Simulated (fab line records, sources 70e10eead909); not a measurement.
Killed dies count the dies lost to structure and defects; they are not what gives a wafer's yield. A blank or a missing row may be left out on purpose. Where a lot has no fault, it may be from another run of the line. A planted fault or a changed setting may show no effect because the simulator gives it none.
Which tool did it? ; flow nandHarc ; 24 lots, 72 wafers sampled, at 5 steps of a route of 1302

WHAT THE GAUGES READ, wafer by wafer
NHARC_A_M0_CD_MEAS_09: the cd target is 80 nm.
lot;measured;on;cdNm (nm)
L074;day 22 20:34;cdSem-02;79.9 81.5 79.8
L076;day 23 12:05;cdSem-01;79.6 79.8 79.9
L075;day 23 17:11;cdSem-02;81.2 80.9 80.6
L077;day 23 17:55;cdSem-02;80.6 80.3 79.7
L078;day 23 20:05;cdSem-03;80.7 80.2 81.5
L079;day 24 23:42;cdSem-02;80.2 81.2 80.2
L080;day 25 14:24;cdSem-03;81.8 80.8 80.2
L081;day 25 18:54;cdSem-01;80.7 78.3 80.9
L082;day 25 23:51;cdSem-01;81.1 79.5 80.3
L083;day 26 10:08;cdSem-03;77.8 78.3 79.8
L084;day 27 03:00;cdSem-03;79.8 80.7 81.4
L087;day 27 20:26;cdSem-02;80.2 80.5 80.0
L085;day 27 23:16;cdSem-01;80.4 80.2 79.6
L086;day 28 05:35;cdSem-01;80.5 81.2 80.3
L090;day 29 03:43;cdSem-02;80.2 80.8 81.5
L091;day 29 04:55;cdSem-01;80.6 80.7 81.4
L089;day 29 13:13;cdSem-03;81.3 81.0 80.0
L088;day 29 14:01;cdSem-03;79.8 81.4 80.0
L093;day 30 04:52;cdSem-01;81.0 80.0 82.1
L092;day 30 05:52;cdSem-01;80.9 80.9 80.7
L095;day 30 22:40;cdSem-01;82.5 81.1 80.8
L094;day 31 00:26;cdSem-03;80.4 80.3 81.0
L097;day 31 06:19;cdSem-01;79.9 81.9 81.6
L096;day 31 12:26;cdSem-03;81.6 80.4 80.2

WHICH TOOL RAN EACH LOT (tool, then ch and the chambers of the sampled wafers, then the start)
lot;NHARC_A_CONTACT_ETCH_135;NHARC_A_CONTACT_ETCH_136;NHARC_A_CONTACT_CMP_20;NHARC_A_BLC_STRIP_29
L074;harCapEtch-03 ch 0,1, day 22 11:30;harCapEtch-03 ch 0,1, day 22 11:47;cmp-04 ch 0,3, day 22 15:38;rieDiel-07 ch 0,1,3, day 22 17:48
L076;harCapEtch-02 ch 0, day 23 03:02;harCapEtch-02 ch 0, day 23 03:19;cmp-04 ch 0,2, day 23 07:11;rieDiel-07 ch 0,1,3, day 23 09:18
L075;harCapEtch-01 ch 0, day 23 07:54;harCapEtch-01 ch 0, day 23 08:10;cmp-03 ch 2,3, day 23 12:14;rieDiel-11 ch 0,1,3, day 23 14:25
L077;harCapEtch-03 ch 0,1, day 23 09:06;harCapEtch-03 ch 0,1, day 23 09:22;cmp-04 ch 1,3, day 23 13:06;rieDiel-11 ch 0,1,2, day 23 15:07
L078;harCapEtch-02 ch 0,1, day 23 10:31;harCapEtch-02 ch 0,1, day 23 10:53;cmp-01 ch 1,2,3, day 23 15:08;rieDiel-11 ch 0,3, day 23 17:14
L079;harCapEtch-03 ch 0,1, day 24 14:53;harCapEtch-03 ch 0,1, day 24 15:09;cmp-03 ch 1,2,3, day 24 18:52;rieDiel-06 ch 0,2,3, day 24 20:54
L080;harCapEtch-02 ch 0,1, day 25 05:11;harCapEtch-02 ch 0,1, day 25 05:33;cmp-01 ch 0,1, day 25 09:33;rieDiel-11 ch 1,3, day 25 11:34
L081;harCapEtch-02 ch 0,1, day 25 09:44;harCapEtch-02 ch 0,1, day 25 10:00;cmp-03 ch 0,1, day 25 13:38;rieDiel-11 ch 2,3, day 25 15:46
L082;harCapEtch-03 ch 0,1, day 25 15:10;harCapEtch-03 ch 0,1, day 25 15:26;cmp-04 ch 0,3, day 25 19:02;rieDiel-11 ch 1,2,3, day 25 21:02
L083;harCapEtch-03 ch 0,1, day 26 01:30;harCapEtch-03 ch 0,1, day 26 01:46;cmp-01 ch 0,2, day 26 05:20;rieDiel-07 ch 1,3, day 26 07:28
L084;harCapEtch-01 ch 0,1, day 26 18:05;harCapEtch-01 ch 0,1, day 26 18:22;cmp-03 ch 0,1,3, day 26 22:15;rieDiel-11 ch 0,1,2, day 27 00:13
L087;harCapEtch-02 ch 0,1, day 27 10:58;harCapEtch-02 ch 0,1, day 27 11:14;cmp-04 ch 0,1,3, day 27 15:26;rieDiel-11 ch 0,1,2, day 27 17:38
L085;harCapEtch-01 ch 0,1, day 27 13:11;harCapEtch-01 ch 0,1, day 27 13:28;cmp-03 ch 0,2,3, day 27 18:26;rieDiel-07 ch 0,1,2, day 27 20:35
L086;harCapEtch-02 ch 0,1, day 27 20:52;harCapEtch-02 ch 0,1, day 27 21:08;cmp-03 ch 1,2,3, day 28 00:47;rieDiel-11 ch 1,2,3, day 28 02:55
L090;harCapEtch-03 ch 0,1, day 28 18:23;harCapEtch-03 ch 0,1, day 28 18:46;cmp-04 ch 0,1, day 28 22:46;rieDiel-07 ch 1,2, day 29 00:54
L091;harCapEtch-01 ch 0,1, day 28 19:58;harCapEtch-01 ch 0,1, day 28 20:14;cmp-03 ch 1,2,3, day 28 23:57;rieDiel-11 ch 0,1,3, day 29 02:06
L089;harCapEtch-01 ch 0,1, day 29 03:55;harCapEtch-01 ch 0,1, day 29 04:11;cmp-01 ch 0,2, day 29 07:56;rieDiel-07 ch 0,1,3, day 29 10:23
L088;harCapEtch-03 ch 0,1, day 29 05:20;harCapEtch-03 ch 0,1, day 29 05:37;cmp-03 ch 1,2,3, day 29 09:16;rieDiel-07 ch 0,1,2, day 29 11:14
L093;harCapEtch-01 ch 0,1, day 29 19:57;harCapEtch-01 ch 0,1, day 29 20:13;cmp-01 ch 0,1,3, day 29 23:56;rieDiel-11 ch 1,2,3, day 30 02:05
L092;harCapEtch-03 ch 0, day 29 20:59;harCapEtch-03 ch 0, day 29 21:16;cmp-03 ch 0,1,2, day 30 00:51;rieDiel-07 ch 0,1,2, day 30 03:12
L095;harCapEtch-03 ch 0,1, day 30 14:04;harCapEtch-03 ch 0,1, day 30 14:20;cmp-03 ch 0,3, day 30 17:59;rieDiel-07 ch 0,3, day 30 19:59
L094;harCapEtch-01 ch 0,1, day 30 15:37;harCapEtch-01 ch 0,1, day 30 15:53;cmp-03 ch 1,2,3, day 30 19:30;rieDiel-07 ch 0,1,3, day 30 21:38
L097;harCapEtch-02 ch 0, day 30 21:32;harCapEtch-02 ch 0, day 30 21:49;cmp-03 ch 0,3, day 31 01:24;rieDiel-11 ch 2,3, day 31 03:31
L096;harCapEtch-01 ch 0,1, day 31 03:43;harCapEtch-01 ch 0,1, day 31 03:59;cmp-01 ch 0,1,3, day 31 07:40;rieDiel-07 ch 0,1, day 31 09:38
- NHARC_A_CONTACT_ETCH_135: etches the open film in C4F8/O2/Ar, time 311 s, target depth 1912 nm.
- NHARC_A_CONTACT_ETCH_136: etches the open film in C4F8/O2/Ar, time 311 s, target depth 1912 nm.
- NHARC_A_CONTACT_CMP_20: polishes, t overpolish 30 s, target thk 300 nm.
- NHARC_A_BLC_STRIP_29: strips in CF4.

WHAT THE TOOLS THEMSELVES READ (means of the sampled wafers that have a number; where no wafer has one, the mark that the record gives instead)
NHARC_A_CONTACT_CMP_20.
lot;tool;motorCurrentA (A);overpolishRunS (s);slurryFilterDpKPa (kPa);timeToEndpointS (s)
L074;cmp-04;11.8;29.996;13.56;59
L076;cmp-04;13.4;29.995;13.50;57
L075;cmp-03;11.6;30.005;13.28;62
L077;cmp-04;11.2;30.008;13.63;55
L078;cmp-01;10.6;29.996;13.50;58
L079;cmp-03;11.5;29.992;13.42;62
L080;cmp-01;10.3;30.011;13.48;63
L081;cmp-03;11.9;29.998;13.48;63
L082;cmp-04;11.8;29.992;13.44;60
L083;cmp-01;11.0;29.997;13.45;55
L084;cmp-03;11.4;30.002;13.47;58
L087;cmp-04;11.6;30.002;13.46;60
L085;cmp-03;12.0;29.990;13.51;61
L086;cmp-03;11.1;29.997;13.50;60
L090;cmp-04;12.2;29.995;13.50;60
L091;cmp-03;11.1;29.999;13.61;58
L089;cmp-01;11.7;30.005;13.59;58
L088;cmp-03;11.6;29.996;13.43;58
L093;cmp-01;10.9;30.003;13.37;61
L092;cmp-03;11.6;30.003;13.44;60
L095;cmp-03;12.0;30.003;13.45;58
L094;cmp-03;11.2;29.994;13.39;60
L097;cmp-03;11.9;30.003;13.52;56
L096;cmp-01;10.9;29.995;13.43;58

NHARC_A_BLC_STRIP_29.
lot;tool;drypumpMotorCurrentA (A);oesProductAu (a.u.);rfVppV (V);showerheadPlenumPTorr (Torr);throttleValvePct (%)
L074;rieDiel-07;6.0;0.990;59.5;1.72;13.281
L076;rieDiel-07;6.0;1.006;58.0;1.72;13.291
L075;rieDiel-11;6.2;0.998;58.8;1.81;13.288
L077;rieDiel-11;6.1;0.996;59.6;1.79;13.290
L078;rieDiel-11;6.1;0.983;59.6;1.81;13.291
L079;rieDiel-06;6.2;0.992;59.2;1.76;13.279
L080;rieDiel-11;6.3;1.003;60.1;1.85;13.283
L081;rieDiel-11;6.1;0.995;59.9;1.83;13.278
L082;rieDiel-11;6.2;1.003;59.4;1.83;13.269
L083;rieDiel-07;5.9;0.998;59.8;1.75;13.283
L084;rieDiel-11;6.1;0.994;59.9;1.79;13.282
L087;rieDiel-11;6.1;0.997;58.6;1.79;13.280
L085;rieDiel-07;5.7;1.001;58.8;1.69;13.282
L086;rieDiel-11;6.2;1.008;59.1;1.83;13.280
L090;rieDiel-07;5.2;0.977;59.0;1.69;13.296
L091;rieDiel-11;6.1;1.006;60.0;1.81;13.291
L089;rieDiel-07;6.0;1.005;59.3;1.72;13.288
L088;rieDiel-07;5.7;0.998;59.1;1.69;13.285
L093;rieDiel-11;6.2;1.006;60.7;1.83;13.292
L092;rieDiel-07;5.7;0.989;60.3;1.69;13.283
L095;rieDiel-07;6.5;0.996;60.0;1.71;13.281
L094;rieDiel-07;6.0;1.011;59.9;1.72;13.290
L097;rieDiel-11;6.1;1.018;60.3;1.82;13.287
L096;rieDiel-07;5.7;1.015;58.8;1.69;13.283

THE ANSWER, worked out from the rows above alone
Rule: usual is defined by the lots themselves. Put in order of their means at a reading, lots are off if they are a third of the lots or fewer, leave a main group of 4 or more, and stand apart from it by a gap of 3 or more times the standard deviation of the main group's means; of several such gaps the widest counts. If all means in a main group match to the digits the tables above print for the reading, that group is not used. A lot without any number at a reading at which 4 lots or more have one is off too. Where the step has rows for the other lots, those lots are counted as sound. Order of review: gauges by route order, followed by the tools' own readings, for which a lot's mean as printed above is used. At the first step where some lot is off, the reading lying furthest off is the one used; lots without a number count as furthest.
Across all readings shown, no lot is off: no conclusion can be drawn from this.

WHAT WAS PUT IN BY THE SIMULATOR
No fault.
